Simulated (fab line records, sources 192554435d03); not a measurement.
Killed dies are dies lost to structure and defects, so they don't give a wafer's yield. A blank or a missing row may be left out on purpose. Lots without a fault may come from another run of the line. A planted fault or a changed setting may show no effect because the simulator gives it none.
Problem report in the 8D (eight disciplines) form, filled by code | flow n5_finfet | the parts of the form that need people (team, actions taken, sign-off) are left out

1. THE PROBLEM
run_length_s at N5_BEOL_M8_CVD_78 reads a mean of 239.7 s on 3 wafers of 2 lots; wafers without a fault read 165.4 s with a standard deviation of 0.54. That is +99 or more standard deviations from the usual mean.
The step: deposits Co from CCTBA/H2, target thk 2 nm, time 142.3 s.
First seen on wafer L421.1, day 12 19:32, on cvd_co-01. The record holds 33 wafers of 11 lots with a number at this step. Rule for "out", or "out of limits": more than 4 standard deviations from the usual mean. The other wafers with a number count as sound.

2. WHAT IT IS AND WHAT IT IS NOT
question                    | is                     | is not
which readings at this step | run_length_s           | -
which lots                  | L421, L422             | L418, L419, L432, L433, L434, L436, L437, L438, L439
which wafers of those lots  | L421.1, L421.4, L422.4 | L421.2, L422.5, L422.6
read on which tools         | cvd_co-01              | cvd_co-02
when                        | from day 12 19:32      | up to then (7 sound wafers); but 23 sound wafers of L422, L432, L433, L434, L436, L437, L438, L439 came after

3. SUSPECTS, AND WHAT RULES EACH OUT
Counting: a tool at a process step up to the reading stays a suspect if it ran every lot that is out. Sound lots after the first of them don't rule it out here, since some wafers of a struck lot are sound.
- rie_diel-02 at N5_BEOL_M8_TRENCH_ETCH_37 (etches SiCOH lowk in C4F6/O2, target depth 93.478 nm, time 31.2 s): kept. It ran every lot that is out, first L421 (day 12 18:20); its last sound lot up to then is L419 (day 12 11:38). N5_BEOL_M8_TRENCH_ETCH_37 gives no start for some lots, so the hours and the order of its lots are those of N5_BEOL_M8_CURE_75.
- cvd_co-01 at N5_BEOL_M8_CVD_78 (deposits Co from CCTBA/H2, target thk 2 nm, time 142.3 s): kept. It ran every lot that is out, first L421 (day 12 19:32); its last sound lot up to then is L419 (day 12 12:46). Its own readings are out on those wafers: run_length_s.
Left after counting: rie_diel-02 at N5_BEOL_M8_TRENCH_ETCH_37, cvd_co-01 at N5_BEOL_M8_CVD_78.

4. THE CAUSE (what the simulator had put in)
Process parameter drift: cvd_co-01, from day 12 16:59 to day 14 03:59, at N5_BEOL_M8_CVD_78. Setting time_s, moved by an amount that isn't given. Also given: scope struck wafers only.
Counting left 2 suspects, and this tool is among them.

5. THE CHAIN OF EFFECTS, in route order
Each row: a reading whose mean over the struck wafers that have a number lies more than 3 standard deviations from the usual. Only readings for which the record gives a usual standard deviation are gone through. hours: the time from each lot's start at the first step in this table that gives one to its start at this step, as a median over the lots. sigmas: the change in usual standard deviations.
hours | step              | reading      | usual   | on struck wafers | change | sigmas
0     | N5_BEOL_M8_CVD_78 | run_length_s | 165.4 s | 239.7            | +74.3  | +99 or more
The process steps in it:
- N5_BEOL_M8_CVD_78: deposits Co from CCTBA/H2, target thk 2 nm, time 142.3 s.
Later measuring or inspecting steps at which every struck wafer that the step has a row for has a number for every such reading, and none has moved that far: N5_BEOL_M8_INSPECT_58.

6. WHAT WOULD HAVE CAUGHT IT SOONER
In this record the first reading out of limits was taken at day 12 19:32, 3 hours after the fault began at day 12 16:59.
